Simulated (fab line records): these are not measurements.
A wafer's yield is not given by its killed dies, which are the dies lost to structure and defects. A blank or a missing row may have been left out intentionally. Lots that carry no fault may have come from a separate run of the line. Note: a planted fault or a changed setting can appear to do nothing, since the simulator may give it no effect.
fab line records | flow nand_harc
[record] lots = 7 | wafers = 21 | last_day = 33
route steps=1302 shown A_ONON_D2@558 A_CHANNEL_HOLE_D2@570
lots untouched by any fault: they come from a run of this same line in which no faults occurred
start_h: start of the lot's first displayed wafer, in hours after the record's first day | wait_h: hours since the lot's step before | " the same as in the row above | L1.1+2: a single row standing in for several wafers | - value missing, or start not given | * or withheld: withheld | < > ~ a bound
route shown NAME@n: names a module that has steps shown in the file, with the first one's number in the route | usual: the fault-free wafers' mean and standard deviation | same: alike in all rows | chamber/n: place in a boat | sites: readings site by site | _std_site: standard deviation across them | _edge_site: inner sites' mean taken away from outer sites' mean | radius_mm: how far each site lies from the wafer's centre | mask NAME#n: copy n | behind: the tool/chamber that last shaped the wafer | hold: why the lot was held/for how many hours/how that ended | device: which transistor (n, p or np) failed to switch | end of line: the route-end tests of the same wafers | for a step that has no rows: nothing shown but its recipe | killed: count of dies lost to structure and defects at first sort (not the wafer's yield) | map: a wafer's dies, marking killed ones x, the rest . and places with no die _
set.NAME: setting as actually run; set.NAME@STEP: the setting as run at that earlier step | model.NAME: the simulator's own value behind a step, which no gauge read
a table for each step, a row for each wafer; lots at some steps of the route
services: a tool's chamber out of use, with start hour (start_h, from the record's first day; less than 0 if before it), hours out, and reason
[[steps]]
[step NHARC_A_ONON_D2_DEP_19]
[recipe] target_thk_a = 10000 | n2_flow_sccm = 2750 | n2o_flow_sccm = 2000 | nh3_flow_sccm = 500 | sih4_flow_sccm = 210 | temp_c = 400
[step NHARC_A_ONON_D2_THK_MEAS_21]
[recipe] thk_meas_gauge = ellipsometry
[usual] thk_nm = 1002/12
lot.wafer | tool          | chamber | start_h | wait_h | thk_nm
L797.1    | film_metro-01 | -       | 293.38  | -      | 1005
L797.3    | "             | -       | "       | "      | 1006
L797.4    | "             | -       | "       | "      | 1007
L799.2    | film_metro-01 | -       | 309.33  | -      | 1005
L799.5    | "             | -       | "       | "      | 1005
L799.6    | "             | -       | "       | "      | 1005
L798.2    | film_metro-02 | -       | 309.34  | -      | 1008
L798.5    | "             | -       | "       | "      | 1007
L798.6    | "             | -       | "       | "      | 1009
L804.2    | film_metro-02 | -       | 369.74  | -      | 1002
L804.3    | "             | -       | "       | "      | 1004
L804.5    | "             | -       | "       | "      | 1003
L814.1    | film_metro-01 | -       | 471.20  | -      | 991
L814.2    | "             | -       | "       | "      | 993
L814.5    | "             | -       | "       | "      | 994
L817.1    | film_metro-02 | -       | 491.18  | -      | 1000
L817.5    | "             | -       | "       | "      | 1000
L817.6    | "             | -       | "       | "      | 1001
L818.1    | film_metro-01 | -       | 508.15  | -      | 996
L818.2    | "             | -       | "       | "      | 996
L818.3    | "             | -       | "       | "      | 997
[step NHARC_A_ONON_D2_DEP_22]
[recipe] target_thk_a = 10000 | n2_flow_sccm = 2750 | n2o_flow_sccm = 2000 | nh3_flow_sccm = 500 | sih4_flow_sccm = 210 | temp_c = 400
[step NHARC_A_ONON_D2_THK_MEAS_24]
[recipe] thk_meas_gauge = ellipsometry
[usual] thk_nm = 1001/11
lot.wafer | tool          | chamber | start_h | wait_h | thk_nm
L797.1    | film_metro-01 | -       | 293.95  | -      | 1011
L797.3    | "             | -       | "       | "      | 1011
L797.4    | "             | -       | "       | "      | 1011
L799.2    | film_metro-01 | -       | 309.90  | -      | 988
L799.5    | "             | -       | "       | "      | 987
L799.6    | "             | -       | "       | "      | 988
L798.2    | film_metro-02 | -       | 309.90  | -      | 990
L798.5    | "             | -       | "       | "      | 991
L798.6    | "             | -       | "       | "      | 991
L804.2    | film_metro-01 | -       | 370.31  | -      | 991
L804.3    | "             | -       | "       | "      | 990
L804.5    | "             | -       | "       | "      | 989
L814.1    | film_metro-02 | -       | 471.76  | -      | 1006
L814.2    | "             | -       | "       | "      | 1003
L814.5    | "             | -       | "       | "      | 1005
L817.1    | film_metro-02 | -       | 491.75  | -      | 1010
L817.5    | "             | -       | "       | "      | 1010
L817.6    | "             | -       | "       | "      | 1009
L818.1    | film_metro-01 | -       | 508.71  | -      | 1010
L818.2    | "             | -       | "       | "      | 1008
L818.3    | "             | -       | "       | "      | 1009
[step NHARC_A_ONON_D2_DEP_25]
[recipe] target_thk_a = 10000 | n2_flow_sccm = 2750 | n2o_flow_sccm = 2000 | nh3_flow_sccm = 500 | sih4_flow_sccm = 210 | temp_c = 400
[step NHARC_A_ONON_D2_THK_MEAS_27]
[recipe] thk_meas_gauge = ellipsometry
[usual] thk_nm = 1000/11
lot.wafer | tool          | chamber | start_h | wait_h | thk_nm
L797.1    | film_metro-01 | -       | 294.51  | -      | 996
L797.3    | "             | -       | "       | "      | 996
L797.4    | "             | -       | "       | "      | 994
L798.2    | film_metro-01 | -       | 310.47  | -      | 1009
L798.5    | "             | -       | "       | "      | 1010
L798.6    | "             | -       | "       | "      | 1007
L799.2    | film_metro-02 | -       | 310.47  | -      | 1003
L799.5    | "             | -       | "       | "      | 1001
L799.6    | "             | -       | "       | "      | 1002
L804.2    | film_metro-01 | -       | 370.87  | -      | 1016
L804.3    | "             | -       | "       | "      | 1015
L804.5    | "             | -       | "       | "      | 1016
L814.1    | film_metro-02 | -       | 472.33  | -      | 999
L814.2    | "             | -       | "       | "      | 1000
L814.5    | "             | -       | "       | "      | 1000
L817.1    | film_metro-02 | -       | 492.32  | -      | 1005
L817.5    | "             | -       | "       | "      | 1006
L817.6    | "             | -       | "       | "      | 1004
L818.1    | film_metro-01 | -       | 509.28  | -      | 1012
L818.2    | "             | -       | "       | "      | 1013
L818.3    | "             | -       | "       | "      | 1011
[step NHARC_A_ONON_D2_DEP_28]
[recipe] target_thk_a = 10000 | n2_flow_sccm = 2750 | n2o_flow_sccm = 2000 | nh3_flow_sccm = 500 | sih4_flow_sccm = 210 | temp_c = 400
[step NHARC_A_ONON_D2_THK_MEAS_30]
[recipe] thk_meas_gauge = ellipsometry
[usual] thk_nm = 1003/7.2
lot.wafer | tool          | chamber | start_h | wait_h | thk_nm
L797.1    | film_metro-01 | -       | 295.09  | -      | 998
L797.3    | "             | -       | "       | "      | 999
L797.4    | "             | -       | "       | "      | 999
L799.2    | film_metro-01 | -       | 311.04  | -      | 1009
L799.5    | "             | -       | "       | "      | 1009
L799.6    | "             | -       | "       | "      | 1009
L798.2    | film_metro-02 | -       | 311.04  | -      | 1007
L798.5    | "             | -       | "       | "      | 1007
L798.6    | "             | -       | "       | "      | 1009
L804.2    | film_metro-02 | -       | 371.43  | -      | 1012
L804.3    | "             | -       | "       | "      | 1013
L804.5    | "             | -       | "       | "      | 1012
L814.1    | film_metro-01 | -       | 472.89  | -      | 992
L814.2    | "             | -       | "       | "      | 991
L814.5    | "             | -       | "       | "      | 990
L817.1    | film_metro-02 | -       | 492.89  | -      | 999
L817.5    | "             | -       | "       | "      | 998
L817.6    | "             | -       | "       | "      | 998
L818.1    | film_metro-01 | -       | 509.85  | -      | 1007
L818.2    | "             | -       | "       | "      | 1008
L818.3    | "             | -       | "       | "      | 1011
[step NHARC_A_ONON_D2_DEP_33]
[recipe] target_thk_a = 2000 | temp_c = 400 | pressure_torr = 6.5 | rf_w = 900 | teos_flow_sccm = 161.4 | flow_sccm = 2650 | target_thk_nm = 200 | gas = O2 | material = SiO2
[usual] chamber_pressure_Torr = 6.502/0.014 | heater_power_w = 585/140 | throttle_valve_pct = 16.1/0.44
lot.wafer | tool     | chamber | start_h | wait_h | chamber_pressure_Torr | heater_power_w | throttle_valve_pct
L797.3    | pecvd-04 | 2       | 295.14  | 0.1    | 6.515                 | 374            | 16.0
L797.1    | "        | 0       | "       | "      | 6.508                 | 622            | 15.2
L797.4    | "        | 2       | "       | "      | 6.485                 | 380            | 15.9
L799.2    | pecvd-04 | 1       | 311.09  | 0.1    | 6.507                 | 618            | 16.4
L799.6    | "        | 2       | "       | "      | 6.503                 | 357            | 16.2
L799.5    | "        | 0       | "       | "      | 6.523                 | 594            | 15.4
L798.2    | pecvd-01 | 1       | 311.19  | 0.1    | 6.495                 | 671            | 16.5
L798.5    | "        | 2       | "       | "      | 6.486                 | 822            | 16.1
L798.6    | "        | 1       | "       | "      | 6.520                 | 697            | 16.8
L804.3    | pecvd-01 | 2       | 371.54  | 0.1    | 6.496                 | 750            | 15.9
L804.2    | "        | 0       | "       | "      | 6.488                 | 470            | 15.6
L804.5    | "        | 0       | "       | "      | 6.498                 | 366            | 15.3
L814.1    | pecvd-01 | 0       | 473.00  | 0.1    | 6.515                 | 434            | 15.7
L814.2    | "        | 1       | "       | "      | 6.495                 | 647            | 16.5
L814.5    | "        | 2       | "       | "      | 6.511                 | 803            | 15.8
L817.1    | pecvd-04 | 2       | 493.11  | 0.2    | 6.483                 | 352            | 16.0
L817.6    | "        | 0       | "       | "      | 6.481                 | 567            | 15.3
L817.5    | "        | 1       | "       | "      | 6.495                 | 599            | 15.9
L818.1    | pecvd-04 | 2       | 509.90  | 0.1    | 6.507                 | 457            | 16.0
L818.3    | "        | 0       | "       | "      | 6.494                 | 595            | 15.7
L818.2    | "        | 1       | "       | "      | 6.505                 | 535            | 16.0
[step NHARC_A_ONON_D2_THK_MEAS_34]
[recipe] thk_meas_gauge = ellipsometry
[usual] thk_nm = 200/3.2
lot.wafer | tool          | chamber | start_h | wait_h | thk_nm
L797.1    | film_metro-02 | -       | 295.56  | -      | 197
L797.3    | "             | -       | "       | "      | 200
L797.4    | "             | -       | "       | "      | 202
L798.2    | film_metro-02 | -       | 311.51  | -      | 202
L798.5    | "             | -       | "       | "      | 201
L798.6    | "             | -       | "       | "      | 208
L799.2    | film_metro-01 | -       | 311.51  | -      | 195
L799.5    | "             | -       | "       | "      | 196
L799.6    | "             | -       | "       | "      | 201
L804.2    | film_metro-02 | -       | 371.91  | -      | 194
L804.3    | "             | -       | "       | "      | 202
L804.5    | "             | -       | "       | "      | 197
L814.1    | film_metro-01 | -       | 473.37  | -      | 198
L814.2    | "             | -       | "       | "      | 202
L814.5    | "             | -       | "       | "      | 203
L817.1    | film_metro-02 | -       | 493.43  | -      | 201
L817.5    | "             | -       | "       | "      | 201
L817.6    | "             | -       | "       | "      | 201
L818.1    | film_metro-01 | -       | 510.32  | -      | 201
L818.2    | "             | -       | "       | "      | 198
L818.3    | "             | -       | "       | "      | 199
[step NHARC_A_ONON_D2_INSPECT_32]
[usual] raw_defect_count = 393/150
lot.wafer | tool              | chamber | start_h | wait_h | raw_defect_count
L797.1    | defect_inspect-01 | -       | 295.64  | 0.0    | 273
L797.3    | "                 | -       | "       | "      | 226
L797.4    | "                 | -       | "       | "      | 223
L798.2    | defect_inspect-02 | -       | 311.57  | 0.0    | 329
L798.5    | "                 | -       | "       | "      | 384
L798.6    | "                 | -       | "       | "      | 286
L799.2    | defect_inspect-01 | -       | 311.57  | 0.0    | 617
L799.5    | "                 | -       | "       | "      | 466
L799.6    | "                 | -       | "       | "      | 693
L804.2    | defect_inspect-01 | -       | 371.99  | 0.0    | 537
L804.3    | "                 | -       | "       | "      | 390
L804.5    | "                 | -       | "       | "      | 351
L814.1    | defect_inspect-01 | -       | 473.43  | 0.0    | 280
L814.2    | "                 | -       | "       | "      | 244
L814.5    | "                 | -       | "       | "      | 191
L817.1    | defect_inspect-01 | -       | 493.49  | 0.0    | 785
L817.5    | "                 | -       | "       | "      | 604
L817.6    | "                 | -       | "       | "      | 821
L818.1    | defect_inspect-02 | -       | 510.40  | 0.0    | 350
L818.2    | "                 | -       | "       | "      | 300
L818.3    | "                 | -       | "       | "      | 256
[step NHARC_A_CHANNEL_HOLE_D2_DEP_00]
[recipe] target_thk_a = 31000 | temp_c = 400 | material = aC
[usual] throttle_valve_pct = 35.000/0.0089
lot.wafer | tool       | chamber | start_h | wait_h | throttle_valve_pct
L797.1    | acl_dep-02 | 0       | 296.40  | 0.8    | 35.001
L797.3    | "          | 0       | "       | "      | 35.002
L797.4    | "          | 0       | "       | "      | 35.002
L798.2    | acl_dep-02 | 0       | 314.90  | 3.3    | 35.005
L798.5    | "          | 0       | "       | "      | 35.005
L798.6    | "          | 0       | "       | "      | 35.003
L798.2    | acl_dep-02 | 0       | 318.63  | 3.4    | 35.013
L798.5    | "          | 0       | "       | "      | 34.990
L798.6    | "          | 0       | "       | "      | 34.987
L799.2    | acl_dep-03 | 0       | 315.01  | 3.4    | 35.000
L799.5    | "          | 0       | "       | "      | 35.016
L799.6    | "          | 0       | "       | "      | 34.981
L799.2    | acl_dep-03 | 0       | 317.15  | 1.8    | 34.991
L799.5    | "          | 0       | "       | "      | 34.989
L799.6    | "          | 0       | "       | "      | 35.011
L804.2    | acl_dep-01 | 0       | 372.89  | 0.9    | 35.004
L804.3    | "          | 0       | "       | "      | 35.009
L804.5    | "          | 0       | "       | "      | 35.003
L804.2    | acl_dep-03 | 0       | 375.00  | 1.8    | 34.987
L804.3    | "          | 0       | "       | "      | 35.001
L804.5    | "          | 0       | "       | "      | 34.998
L814.1    | acl_dep-03 | 0       | 473.50  | 0.1    | 35.009
L814.2    | "          | 0       | "       | "      | 35.016
L814.5    | "          | 0       | "       | "      | 34.997
L817.1    | acl_dep-01 | 0       | 496.10  | 2.6    | 34.987
L817.5    | "          | 0       | 497.38  | 3.9    | 34.997
L817.6    | "          | 0       | "       | "      | 34.999
L818.1    | acl_dep-01 | 0       | 510.47  | 0.1    | 35.026
L818.2    | "          | 0       | "       | "      | 35.016
L818.3    | "          | 0       | "       | "      | 34.995
[step NHARC_A_CHANNEL_HOLE_D2_DEP_01]
[recipe] target_thk_a = 1400 | target_thk_nm = 140 | temp_c = 400 | pressure_torr = 3.5 | flow_sccm = 200 | rf_w = 350 | material = SiON
[usual] chamber_pressure_Torr = 3.500/0.0075 | heater_power_w = 788/120
lot.wafer | tool     | chamber | start_h | wait_h | chamber_pressure_Torr | heater_power_w
L797.1    | pecvd-02 | 0       | 298.35  | 1.6    | 3.501                 | 752
L797.3    | "        | 1       | "       | "      | 3.505                 | 715
L797.4    | "        | 1       | "       | "      | 3.503                 | 756
L799.2    | pecvd-03 | 2       | 318.82  | 1.4    | 3.509                 | 951
L799.5    | "        | 1       | "       | "      | 3.497                 | 846
L799.6    | "        | 2       | "       | "      | 3.496                 | 952
L798.2    | pecvd-02 | 0       | 320.45  | 1.5    | 3.500                 | 709
L798.5    | "        | 2       | "       | "      | 3.491                 | 764
L798.6    | "        | 0       | "       | "      | 3.496                 | 706
L804.3    | pecvd-02 | 2       | 377.10  | 1.5    | 3.505                 | 807
L804.2    | "        | 0       | "       | "      | 3.491                 | 747
L804.5    | "        | 1       | "       | "      | 3.513                 | 695
L814.1    | pecvd-03 | 2       | 475.43  | 1.6    | 3.495                 | 915
L814.2    | "        | 1       | "       | "      | 3.510                 | 1021
L814.5    | "        | 1       | "       | "      | 3.505                 | 1038
L817.1    | pecvd-02 | 0       | 498.06  | 1.6    | 3.504                 | 694
L817.6    | "        | 2       | "       | "      | 3.483                 | 806
L817.5    | "        | 0       | "       | "      | 3.503                 | 723
L818.3    | pecvd-03 | 0       | 512.39  | 1.0    | 3.496                 | 668
L818.2    | "        | 1       | "       | "      | 3.484                 | 934
L818.1    | "        | 2       | "       | "      | 3.505                 | 896
[[services]]
tool       | chamber | start_h | hours | kind
pecvd-04   | 0       | 282.20  | -     | clean
pecvd-04   | 1       | 282.20  | -     | clean
pecvd-04   | 2       | 282.20  | -     | clean
acl_dep-02 | -       | 293.47  | 2.9   | repair
acl_dep-03 | -       | 301.70  | 13.0  | pm
pecvd-01   | -       | 311.37  | 13.0  | pm
pecvd-03   | -       | 366.15  | 13.0  | pm
acl_dep-01 | -       | 374.46  | 13.0  | pm
pecvd-03   | -       | 379.71  | 3.8   | repair
pecvd-04   | 1       | 397.58  | 13.9  | repair
pecvd-01   | 2       | 397.81  | 19.9  | repair
pecvd-02   | -       | 408.00  | 13.0  | pm
pecvd-02   | 0       | 408.00  | 13.0  | vent_cycle
pecvd-02   | 1       | 408.00  | 13.0  | vent_cycle
pecvd-02   | 2       | 408.00  | 13.0  | vent_cycle
pecvd-02   | 0       | 421.00  | -     | clean
pecvd-02   | 1       | 421.00  | -     | clean
pecvd-02   | 2       | 421.00  | -     | clean
acl_dep-02 | -       | 425.92  | 13.0  | pm
pecvd-04   | -       | 450.20  | 13.0  | pm
pecvd-04   | 0       | 450.20  | 13.0  | vent_cycle
acl_dep-03 | -       | 484.50  | 13.0  | pm
pecvd-02   | -       | 486.74  | 1.2   | repair
pecvd-01   | -       | 492.37  | 13.0  | pm
[[key]]
[first_sign] step = NHARC_A_CHANNEL_HOLE_D2_DEP_00 | reading = visit | direction = added
effect none on later readings
met_at NHARC_A_CHANNEL_HOLE_D2_DEP_00
struck_wafers L798.2,L798.5,L798.6,L799.2,L799.5,L799.6,L804.2,L804.3,L804.5
later_rows_left_out L798.2,L798.5,L798.6,L799.2,L799.5,L799.6,L804.2,L804.3,L804.5
sort_left_out L798.2,L798.5,L798.6,L799.2,L799.5,L799.6,L804.2,L804.3,L804.5
tester_left_out L798,L799,L804
[fault] kind = repeated_step_whole | tool = acl_dep-01,acl_dep-02,acl_dep-03 | chamber = - | onset_h = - | steps = NHARC_A_CHANNEL_HOLE_D2_DEP_00 | times = 1 | scope = struck_lots_only
// tester_left_out: of these lots the tester's yield and bins aren't shown, on N5 and GAA mostly nor the transistor test; their killed dies are dies lost to structure and defects alone, not to doping, threshold or leakage, so they don't give the yield
// sort_left_out: the simulated sort isn't trusted on such a fault, so these wafers' sort isn't shown, and their yield isn't known
// later_rows_left_out: the simulator's readings of these wafers behind a module that went badly wrong aren't trusted and aren't shown, but for the sort
